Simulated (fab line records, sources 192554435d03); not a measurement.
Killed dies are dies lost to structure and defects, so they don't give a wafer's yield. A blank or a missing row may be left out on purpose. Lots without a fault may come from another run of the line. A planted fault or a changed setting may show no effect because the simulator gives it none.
A struck lot beside a sound one | flow n5_finfet | 14 steps out of a route of 1938
Sound: wafers L782.1, L782.4, L782.6. Struck: wafer L802.6. (L802.1, L802.4 of the same lot were not struck and are left out.) The cause comes at the end.
At each step with rows: each side's tool, then ch and its chambers, then its first start. Under that, the readings that differ: sound wafers | struck wafers | difference of the means | sigmas: that difference in standard deviations of wafers without a fault.
alike: readings whose means differ by less than 2 such deviations, and words and numbers that are the same on both sides. not compared: withheld readings, readings that some wafer has no value for, bounds like >300 that may hide the same value, and numbers for which the record gives no deviation and whose values overlap.
The two part at a step that has a row with sigmas, a row that says differs or no value, or rows on one side only. Numbers that don't overlap but have no deviation are shown without sigmas and don't part them. A reading that every wafer of one side lacks parts them only if that side has two wafers or more.

N5_BEOL_M12_OCD_MEAS_35:
  sound on ocd-01, day 12 08:02; struck on ocd-02, day 17 18:29
  alike: trench_depth_nm
N5_BEOL_M12_STRIP_37: strips in N2/H2.
  sound on plasma_asher-01 ch 0,1, day 12 08:05; struck on plasma_asher-02 ch 1, day 17 18:31
  reading            | sound       | struck | difference | sigmas
  heater_power_w (W) | 347 286 292 | 414    | +106       | +2
  alike: drypump_motor_current_A, oes_product_au
  not compared: rf_hours_counter_h
N5_BEOL_M12_ETCH_38: etches SiCN in CF4/N2, target depth 68.7 nm, time 73.4 s.
  sound on rie_diel-03 ch 0,3, day 12 09:57; struck on rie_diel-06 ch 1, day 17 18:55
  reading                     | sound          | struck | difference | sigmas
  drypump_motor_current_A (A) | 5.29 5.45 5.45 | 5.87   | +0.47      | +2
  alike: oes_product_au, rf_vpp_V, showerhead_plenum_p_Torr, throttle_valve_pct
  not compared: rf_hours_counter_h
then, 2 steps without rows for these wafers: N5_BEOL_M12_PRECLEAN_39 (cleans in residue remover, time 60 s); N5_BEOL_M12_SRD_40 (time 30 s, dry time 30 s).
N5_BEOL_M12_DEGAS_41: time 60 s.
  sound on pvd_sputter-02, day 12 10:09; struck on pvd_sputter-01, day 17 19:20
  alike: heater_power_w, susceptor_temp_C
then, 1 step without rows for these wafers: N5_BEOL_M12_PRE_CLEAN_42 (time 30 s).
N5_BEOL_M12_SPUTTER_43: material TaN, target thk 15 nm, time 24.19 s.
  sound on pvd_sputter-02, day 12 10:14; struck on pvd_sputter-01, day 17 19:25
  reading                | sound          | struck | difference | sigmas
  throttle_valve_pct (%) | 32.4 29.2 32.4 | 28.1   | -3.2       | -2
  alike: susceptor_temp_C
N5_BEOL_M12_SPUTTER_44: material Ta, target thk 10 nm, time 16.13 s.
  sound on pvd_sputter-02, day 12 10:19; struck on pvd_sputter-01, day 17 19:30
  reading                | sound          | struck | difference | sigmas
  throttle_valve_pct (%) | 32.6 29.1 32.0 | 28.1   | -3.1       | -2
  alike: susceptor_temp_C
then, 3 steps without rows for these wafers: N5_BEOL_M12_SPUTTER_45 (material Cu, target thk 80 nm, time 13.33 s); N5_BEOL_M12_ECD_47 (material Cu, target thk 720 nm); N5_BEOL_M12_ANNEAL_48 (time 90 s).
N5_BEOL_M12_CMP_49: polishes, stops on SiOC, t overpolish 20.6 s, target thk 320 nm.
  sound on cmp-02 ch 0,2,3, day 12 10:57; struck on cmp-01 ch 1, day 17 20:13
  reading                      | sound                | struck | difference | sigmas
  barrier_field_endpoint_s (s) | 29.7 29.6 29.7       | 24.7   | -5.0       | -9
  head_pressure_psi (psi)      | 0.9974 1.0002 0.9983 | 1.2220 | +0.2234    | +97
  alike: edge_zone_pressure_frac, motor_current_A, overpolish_run_s
then, 1 step without rows for these wafers: N5_PASSIVATION_PROBE_49.

WHERE THEY PART
First at N5_BEOL_M12_STRIP_37; last, within this record, at N5_BEOL_M12_CMP_49.

WHY: what the simulator had put in
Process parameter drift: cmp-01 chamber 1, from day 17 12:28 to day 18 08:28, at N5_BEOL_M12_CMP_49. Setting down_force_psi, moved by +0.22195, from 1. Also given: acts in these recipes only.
